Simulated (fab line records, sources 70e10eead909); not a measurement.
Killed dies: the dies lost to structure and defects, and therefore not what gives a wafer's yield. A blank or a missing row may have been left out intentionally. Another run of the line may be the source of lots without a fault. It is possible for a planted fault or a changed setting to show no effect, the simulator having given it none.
What tool caused it?	flow nandHarc	13 lots with 39 wafers sampled at 6 steps, on a route of 1159 steps

== WHAT THE GAUGES SHOWED, per wafer ==
NHARC_P_BONDPAD_INSPECT_23. Usual: 307 for rawDefectCount, sd 100.
lot	measured	on	rawDefectCount	flag
L502	day 7 03:41	defectInspect-02	156 273 233	
L501	day 7 08:30	defectInspect-02	556 681 446	
L503	day 7 11:46	defectInspect-02	200 247 270	
L504	day 7 17:29	defectInspect-01	275 247 165	
L505	day 7 18:30	defectInspect-02	272 205 258	
L509	day 8 17:26	defectInspect-01	296 179 340	
L511	day 9 21:29	defectInspect-02	195 236 195	
L513	day 10 05:11	defectInspect-02	271 260 224	
L516	day 10 19:47	defectInspect-02	319 311 270	
L518	day 11 11:44	defectInspect-02	294 338 264	
L519	day 11 12:01	defectInspect-01	212 400 230	
L521	day 12 02:56	defectInspect-02	263 223 202	
L522	day 12 03:55	defectInspect-01	558 461 341	

NHARC_A_ONON_D1_THK_MEAS_02: measures by ellipsometry. Usual: 999 nm for thkNm, sd 10.
lot	measured	on	thkNm (nm)	flag
L502	day 8 03:38	filmMetro-01	1001 1001 1003	
L501	day 8 08:55	filmMetro-01	1009 1007 1009	
L503	day 8 12:21	filmMetro-02	1006 1004 1004	
L504	day 8 20:20	filmMetro-02	1001 999 998	
L505	day 8 20:05	filmMetro-01	641 984 984	OFF
L509	day 9 19:19	filmMetro-01	656 657 1001	OFF
L511	day 10 21:21	filmMetro-01	1002 1004 1005	
L513	day 11 04:02	filmMetro-02	981 981 980	
L516	day 11 17:59	filmMetro-02	1000 1002 1001	
L518	day 12 11:53	filmMetro-02	993 995 994	
L519	day 12 11:53	filmMetro-01	1026 1024 1027	
L521	day 13 04:35	filmMetro-02	1006 1006 1006	
L522	day 13 04:35	filmMetro-01	1002 1003 1001	

NHARC_END_SORT_01. Usual: killedAtArray 27, standard deviation 11; killedAtOther 0.7, standard deviation 0.93; killedAtPeriphery 2.9, standard deviation 1.9; killedDies 30, standard deviation 11; killedOpen 3.1, standard deviation 1.7; killedShort 1.9, standard deviation 1.3.
lot	measured	on	killedAtArray	killedAtOther	killedAtPeriphery	killedDies	killedOpen	killedShort	flag
L505	day 20 07:42	prober-02	673 9 17	2 0 0	2 2 4	677 11 21	3 1 4	0 3 3	OFF
L509	day 21 10:02	prober-01	677 677 37	0 0 0	0 0 0	677 677 37	3 2 4	2 3 4	OFF

== TOOL THAT RAN EACH LOT (tool first, then ch and the chambers of the sampled wafers, then the start) ==
lot	NHARC_P_BONDPAD_STRIP_15	NHARC_P_BONDPAD_PVD_27	NHARC_A_ONON_D1_DEP_00
L502	rieDiel-06 ch 1,2,3, day 7 01:32	pvdSputter-03, day 7 03:41 or earlier	pecvdOnon-02 ch 0, day 8 03:15
L501	rieDiel-01 ch 0,2, day 7 06:17	pvdSputter-02, day 7 08:30 or earlier	pecvdOnon-03 ch 0, day 8 08:25
L503	rieDiel-08 ch 0,2, day 7 09:28	pvdSputter-03, day 7 11:46 or earlier	pecvdOnon-02 ch 0, day 8 11:56
L504	rieDiel-08 ch 1,2,3, day 7 15:19	pvdSputter-02, day 7 17:29 or earlier	pecvdOnon-04 ch 0, day 8 19:54
L505	rieDiel-06 ch 0,2,3, day 7 16:13	pvdSputter-02, day 7 18:30 or earlier	pecvdOnon-02 ch 0, day 8 19:35
L509	rieDiel-01 ch 2,3, day 8 14:42	pvdSputter-02, day 8 17:26 or earlier	pecvdOnon-02 ch 0, day 9 18:49
L511	rieDiel-01 ch 1,2,3, day 9 19:18	pvdSputter-01, day 9 21:29 or earlier	pecvdOnon-03 ch 0, day 10 20:50
L513	rieDiel-06 ch 0,1, day 10 02:49	pvdSputter-03, day 10 05:11 or earlier	pecvdOnon-03 ch 0, day 11 03:38
L516	rieDiel-01 ch 1,2, day 10 17:11	pvdSputter-03, day 10 19:47 or earlier	pecvdOnon-03 ch 0, day 11 17:32
L518	rieDiel-01 ch 0,2,3, day 11 07:35	pvdSputter-03, day 11 11:44 or earlier	pecvdOnon-02 ch 0, day 12 11:26
L519	rieDiel-08 ch 1,2, day 11 08:03	pvdSputter-01, day 11 12:01 or earlier	pecvdOnon-04 ch 0, day 12 11:33
L521	rieDiel-01 ch 1,3, day 12 00:43	pvdSputter-03, day 12 02:56 or earlier	pecvdOnon-04 ch 0, day 13 04:11
L522	rieDiel-08 ch 2,3, day 12 01:41	pvdSputter-02, day 12 03:55 or earlier	pecvdOnon-03 ch 0, day 13 04:11
- NHARC_P_BONDPAD_STRIP_15: strips in O2.
- NHARC_P_BONDPAD_PVD_27: deposits Cu, target thk 30 nm, time 20.49 s.
- NHARC_A_ONON_D1_DEP_00: target thk 1000 nm.

== AS READ BY THE TOOLS THEMSELVES (means over the sampled wafers that have a number; for cases with no such wafer, the mark the record gives instead) ==
NHARC_P_BONDPAD_STRIP_15. Usual: drypumpMotorCurrentA 5.6 A, standard deviation 0.44; o2FlowSccm 500.1 sccm, standard deviation 1.5; oesProductAu 0.998 a.u., standard deviation 0.0078; rfVppV 57.7 V, standard deviation 0.96; showerheadPlenumPTorr 3.51 Torr, standard deviation 0.15; throttleValvePct 17.037 %, standard deviation 0.0086.
lot	tool	drypumpMotorCurrentA (A)	o2FlowSccm (sccm)	oesProductAu (a.u.)	rfVppV (V)	showerheadPlenumPTorr (Torr)	throttleValvePct (%)	flag
L502	rieDiel-06	5.7	501.0	0.999	57.7	3.50	17.036	
L501	rieDiel-01	5.5	501.7	1.002	58.3	3.66	17.036	
L503	rieDiel-08	5.7	501.8	1.002	57.5	3.49	17.030	
L504	rieDiel-08	5.7	501.4	1.013	56.6	3.52	17.037	
L505	rieDiel-06	5.6	500.0	0.996	57.0	3.47	17.035	
L509	rieDiel-01	4.9	500.4	1.004	57.8	3.63	17.043	
L511	rieDiel-01	5.2	497.9	0.994	57.7	3.55	17.035	
L513	rieDiel-06	5.9	501.8	1.006	58.1	3.50	17.040	
L516	rieDiel-01	5.0	500.3	0.999	58.0	3.51	17.026	
L518	rieDiel-01	5.3	499.8	0.995	57.4	3.65	17.030	
L519	rieDiel-08	5.6	500.0	0.992	57.9	3.66	17.032	
L521	rieDiel-01	5.3	500.4	0.991	58.0	3.57	17.039	
L522	rieDiel-08	5.4	500.8	0.995	57.2	3.46	17.029	

NHARC_P_BONDPAD_PVD_27. Usual: 29.9 % for throttleValvePct, sd 0.97.
lot	tool	throttleValvePct (%)	flag
L502	pvdSputter-03	30.0	
L501	pvdSputter-02	30.2	
L503	pvdSputter-03	29.9	
L504	pvdSputter-02	30.6	
L505	pvdSputter-02	29.7	
L509	pvdSputter-02	29.8	
L511	pvdSputter-01	30.3	
L513	pvdSputter-03	29.9	
L516	pvdSputter-03	29.4	
L518	pvdSputter-03	29.7	
L519	pvdSputter-01	30.4	
L521	pvdSputter-03	29.6	
L522	pvdSputter-02	30.7	

== THE ANSWER, worked out from the rows above alone ==
Rule: take the mean of a lot's wafers that have a number; if it is more than 3 standard deviations from the usual mean, the lot is off. A lot without any number at a reading at which 4 lots or more have one is off too. Any other lot the step has rows for is counted as sound. The gauges are gone through in route order, then the tools' own readings, and for those a lot's mean is taken as printed above. The first step at which some lot is off is used, and at that step the reading that is off furthest; a lot without a number counts as furthest.
Off: L505, L509 (NHARC_A_ONON_D1_THK_MEAS_02, thkNm).
If a tool, at a process step before that reading, ran all the lots that are off and no sound lot after the first of them, it fits. Not tried: the gauges at NHARC_A_ONON_D1_THK_MEAS_02; whatever is off there is also off at NHARC_END_SORT_01, on other tools, and gauge error can't account for it. Because NHARC_P_BONDPAD_PVD_27 lacks a start for some lots, the hours and order of its lots are taken from NHARC_P_BONDPAD_INSPECT_23. Of those tried, none fits.

== WHAT THE SIMULATOR PUT IN ==
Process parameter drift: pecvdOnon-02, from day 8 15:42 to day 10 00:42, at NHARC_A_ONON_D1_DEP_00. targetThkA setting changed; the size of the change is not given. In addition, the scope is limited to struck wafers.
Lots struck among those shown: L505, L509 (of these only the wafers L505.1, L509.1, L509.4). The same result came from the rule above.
